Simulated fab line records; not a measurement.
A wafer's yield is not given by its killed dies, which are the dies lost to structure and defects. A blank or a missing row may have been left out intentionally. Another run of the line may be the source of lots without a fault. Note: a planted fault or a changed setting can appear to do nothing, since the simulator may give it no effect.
Problem report in the 8D (eight disciplines) form, filled by code | flow n5Finfet | the parts of the form that need people (team, actions taken, sign-off) are left out

1. WHAT IS WRONG
Mean of spinSpeedRpm at N5_MOL_CONTACT_COAG_COAT_62: 1397.2 rpm across 6 wafers in 2 lots; on wafers with no fault it is 1500.0 rpm (standard deviation 0.99). That is -99 or more standard deviations from the usual mean.
The step: time 60 s, resist thk 60 nm.
Seen first at day 7 12:13 on lithoTrack-02, wafer L711.1. The record has a number at this step for 27 wafers belonging to 9 lots. Rule for "out" (also "out of limits"): further than 4 standard deviations from the usual mean. Any other wafer with a number is counted as sound.

2. WHAT IT IS AND WHAT IT IS NOT
question                    | is                     | is not
which readings at this step | spinSpeedRpm           | plateTempC
which lots                  | L711, L715             | L704, L710, L721, L722, L723, L724, L725
which wafers of those lots  | all that have a number | -
read on which tools         | lithoTrack-02          | lithoTrack-03, lithoTrack-05
when                        | from day 7 12:13       | up to then (6 sound wafers); but 15 sound wafers of L721, L722, L723, L724, L725 came after

3. THE SUSPECTS, EACH WITH WHAT RULES IT OUT
Counting: any tool at a process step up to the reading is kept as a suspect provided that every lot that is out went through it and no sound lot did after the first of them.
- rieDiel-03 at N5_MOL_CONTACT_COAG_ETCH_90 (etches SiARC in CF4, target depth 13 nm, time 21.7 s): ruled out as a lasting fault. After its first lot that is out, L711 (day 7 11:26), sound lots L724, L725 ran on it.
- lithoTrack-02 at N5_MOL_CONTACT_COAG_COAT_62 (time 60 s, resist thk 60 nm): ruled out as a lasting fault. After its first lot that is out, L711 (day 7 12:13), sound lots L724 ran on it.
Left after counting: nothing in the record.

4. THE CAUSE (what the simulator had put in)
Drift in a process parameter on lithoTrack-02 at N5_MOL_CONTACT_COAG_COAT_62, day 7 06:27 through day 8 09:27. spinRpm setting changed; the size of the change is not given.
Counting ruled it out, wrongly.

5. THE CHAIN OF EFFECTS, in route order
Each row: a reading whose mean over the struck wafers that have a number lies more than 3 standard deviations from the usual. Only readings for which the record gives a usual standard deviation are gone through. hours: the time from each lot's start at the first step in this table that gives one to its start at this step, as a median over the lots. sigmas: the change in usual standard deviations.
hours | step                        | reading      | usual      | on struck wafers | change | sigmas
0     | N5_MOL_CONTACT_COAG_COAT_62 | spinSpeedRpm | 1500.0 rpm | 1397.2           | -102.8 | -99 or more
Process steps it contains:
- N5_MOL_CONTACT_COAG_COAT_62: time 60 s, resist thk 60 nm.
Later steps that measure or inspect, where all struck wafers having a row at the step show a number for every such reading and not one has moved that far: N5_BEOL_M4_RC_MEAS_101.

6. WHAT WOULD HAVE CAUGHT IT SOONER
First out-of-limits reading in this record: day 7 12:13, which is 6 hours after fault onset at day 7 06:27.
